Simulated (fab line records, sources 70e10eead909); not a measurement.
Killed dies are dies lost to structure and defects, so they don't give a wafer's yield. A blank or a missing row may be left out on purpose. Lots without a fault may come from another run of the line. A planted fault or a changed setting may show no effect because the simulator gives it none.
Chamber matching | flow nand_harc | NHARC_A_STAIRCASE_DESCUM_443 on rie_diel-12: 4 sister chambers
The step chemistry O2, time 3 s. 20 wafers are shown with their chamber, then 10 later ones without.

WAFERS WITH THEIR CHAMBER
wafer  | chamber | showerhead_plenum_p_Torr (Torr) | drypump_motor_current_A (A) | rf_vpp_V (V)
L075.3 | 0       | 1.90                            | 5.7                         | 57.1
L075.4 | 2       | 2.01                            | 6.2                         | 58.5
L075.5 | 3       | 1.97                            | 6.0                         | 58.2
L080.1 | 1       | 1.97                            | 5.9                         | 56.4
L080.4 | 3       | 1.96                            | 6.0                         | 58.3
L080.5 | 2       | 2.01                            | 6.2                         | 59.0
L081.4 | 1       | 1.96                            | 5.9                         | 58.3
L081.5 | 1       | 1.96                            | 5.9                         | 57.4
L081.6 | 0       | 1.89                            | 5.7                         | 57.3
L087.1 | 0       | 1.89                            | 5.8                         | 57.5
L087.3 | 1       | 1.96                            | 5.9                         | 58.4
L087.5 | 1       | 1.96                            | 5.9                         | 57.3
L089.1 | 2       | 2.01                            | 6.2                         | 59.2
L089.2 | 1       | 1.96                            | 5.9                         | 58.8
L089.5 | 2       | 2.01                            | 6.2                         | 58.7
L091.3 | 3       | 1.96                            | 6.0                         | 57.9
L091.4 | 2       | 2.00                            | 6.3                         | 58.5
L091.5 | 3       | 1.96                            | 6.0                         | 56.7
L094.1 | 1       | 1.96                            | 5.9                         | 59.2
L094.4 | 3       | 1.95                            | 6.0                         | 59.4

SIGNATURES (means of the wafers above)
reading                  | chamber 0 | chamber 1 | chamber 2 | chamber 3 | scatter within a chamber
showerhead_plenum_p_Torr | 1.8933    | 1.9614    | 2.0080    | 1.9600    | 0.0052
drypump_motor_current_A  | 5.733     | 5.900     | 6.220     | 6.000     | 0.0303
rf_vpp_V                 | 57.300    | 57.971    | 58.780    | 58.100    | 0.788
Rule: a wafer's distance from a chamber is the root of the sum, over the readings, of the square of ((its reading less the chamber's mean) divided by the reading's scatter). The wafer belongs to the nearest chamber; if the next one is less than 2 further off, it can't be placed. The scatter: the root of (the sum of the squares of (reading less its chamber's mean) over the shown wafers, divided by (wafers less chambers)).

WAFERS WITHOUT THEIR CHAMBER
wafer  | showerhead_plenum_p_Torr (Torr) | drypump_motor_current_A (A) | rf_vpp_V (V)
L094.6 | 1.96                            | 5.9                         | 58.8
L095.1 | 2.00                            | 6.2                         | 58.5
L095.2 | 1.88                            | 5.7                         | 58.5
L095.4 | 1.96                            | 5.9                         | 59.2
L093.4 | 2.00                            | 6.2                         | 58.1
L093.5 | 2.00                            | 6.2                         | 59.8
L093.6 | 1.95                            | 5.9                         | 58.4
L096.3 | 2.00                            | 6.3                         | 58.6
L096.5 | 1.95                            | 5.9                         | 58.1
L096.6 | 1.88                            | 5.7                         | 55.9

WHICH CHAMBER EACH WENT THROUGH
wafer  | from the rows above     | in truth
L094.6 | 1                       | 1
L095.1 | 2                       | 2
L095.2 | 0                       | 0
L095.4 | 1                       | 1
L093.4 | 2                       | 2
L093.5 | 2                       | 2
L093.6 | can't be placed: 1 or 3 | 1
L096.3 | 2                       | 2
L096.5 | can't be placed: 1 or 3 | 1
L096.6 | 0                       | 0
Placed correctly: 8 of 10. Can't be placed from these rows: 2 (the true chamber is among the candidates in 2). Placed wrongly: 0.
